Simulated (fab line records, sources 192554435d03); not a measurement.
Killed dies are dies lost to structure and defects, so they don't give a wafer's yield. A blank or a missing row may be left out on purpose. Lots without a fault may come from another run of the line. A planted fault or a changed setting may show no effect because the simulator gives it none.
A struck lot beside a sound one | flow n5_finfet | 15 steps out of a route of 1938
Sound: wafers L410.1, L410.3, L410.6. Struck: wafer L408.1. (L408.2, L408.5 of the same lot were not struck and are left out.) The cause comes at the end.
At each step with rows: each side's tool, then ch and its chambers, then its first start. Under that, the readings that differ: sound wafers | struck wafers | difference of the means | sigmas: that difference in standard deviations of wafers without a fault.
alike: readings whose means differ by less than 2 such deviations, and words and numbers that are the same on both sides. not compared: withheld readings, readings that some wafer has no value for, bounds like >300 that may hide the same value, and numbers for which the record gives no deviation and whose values overlap.
The two part at a step that has a row with sigmas, a row that says differs or no value, or rows on one side only. Numbers that don't overlap but have no deviation are shown without sigmas and don't part them. A reading that every wafer of one side lacks parts them only if that side has two wafers or more.

first, 6 steps without rows for these wafers: N5_BEOL_M7_COAT_22 (resist thk 30 nm); N5_BEOL_M7_EBR_24; N5_BEOL_M7_SOFTBAKE_23 (time 60 s); N5_BEOL_M7_EXPOSE_25 (exposes mask V6, target cd 40 nm); N5_BEOL_M7_PEB_26 (peb time 60 s); N5_BEOL_M7_DEVELOP_27 (develop time 30 s).
N5_BEOL_M7_CD_MEAS_28: target cd 40 nm.
  sound on cd_sem-01 ch 0, day 11 20:28; struck on cd_sem-01 ch 0, day 12 04:04
  alike: cd_nm
N5_BEOL_M7_OVL_MEAS_29:
  sound on overlay-01 ch 0, day 11 20:29; struck on overlay-01 ch 0, day 12 04:06
  alike: V6_OVL
N5_BEOL_M7_INSPECT_30: inspects for defects (brightfield).
  sound on defect_inspect-01, day 11 20:33; struck on defect_inspect-01, day 12 04:10
  alike: raw_defect_count
N5_BEOL_M7_DESCUM_33: chemistry O2, time 7 s.
  sound on rie_diel-04 ch 2,3, day 11 20:35; struck on rie_diel-01 ch 2, day 12 04:11
  alike: drypump_motor_current_A, oes_product_au, rf_vpp_V, showerhead_plenum_p_Torr, throttle_valve_pct
  not compared: rf_hours_counter_h
N5_BEOL_M7_ETCH_72: etches underlayer in N2/H2, target depth 6.5 nm, time 5.2 s.
  sound on rie_diel-04 ch 2,3, day 11 20:37; struck on rie_diel-01 ch 2, day 12 04:14
  alike: bias_w, drypump_motor_current_A, etch_rf_on_time_s, n2_flow_sccm, oes_product_au, rf_vpp_V, showerhead_plenum_p_Torr, throttle_valve_pct
  not compared: rf_hours_counter_h
N5_BEOL_M7_ETCH_65: etches SiARC in CF4, target depth 15.6 nm, time 26 s.
  sound on rie_diel-04 ch 2,3, day 11 20:38; struck on rie_diel-01 ch 2, day 12 04:14
  alike: bias_w, drypump_motor_current_A, etch_rf_on_time_s, oes_product_au, rf_vpp_V, showerhead_plenum_p_Torr, throttle_valve_pct
  not compared: rf_hours_counter_h
N5_BEOL_M7_ETCH_66: etches SOC in N2/H2, target depth 80 nm, overetch 16 nm, time 120 s.
  sound on rie_diel-04 ch 2,3, day 11 20:40; struck on rie_diel-01 ch 2, day 12 04:16
  reading                                    | sound             | struck | difference | sigmas
  bias_w (W)                                 | 149.9 150.4 149.7 | 131.4  | -18.6      | -45
  rf_vpp_V (V)                               | 523.8 522.1 525.0 | 482.2  | -41.4      | -23
  model.SiARC_of_BEOL_M7_COAT_64.thk_nm (nm) | 6.4 6.6 6.4       | 7.4    | +0.9       |
  alike: drypump_motor_current_A, n2_flow_sccm, oes_product_au, showerhead_plenum_p_Torr, throttle_valve_pct
  not compared: rf_hours_counter_h
then, 2 steps without rows for these wafers: N5_BEOL_M7_STRIP_69 (strips in N2/H2); N5_PASSIVATION_PROBE_49.

WHERE THEY PART
Only at N5_BEOL_M7_ETCH_66, within this record.

WHY: what the simulator had put in
Process parameter drift: rie_diel-01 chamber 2, from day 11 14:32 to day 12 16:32, at N5_BEOL_M7_ETCH_66. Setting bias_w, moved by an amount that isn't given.
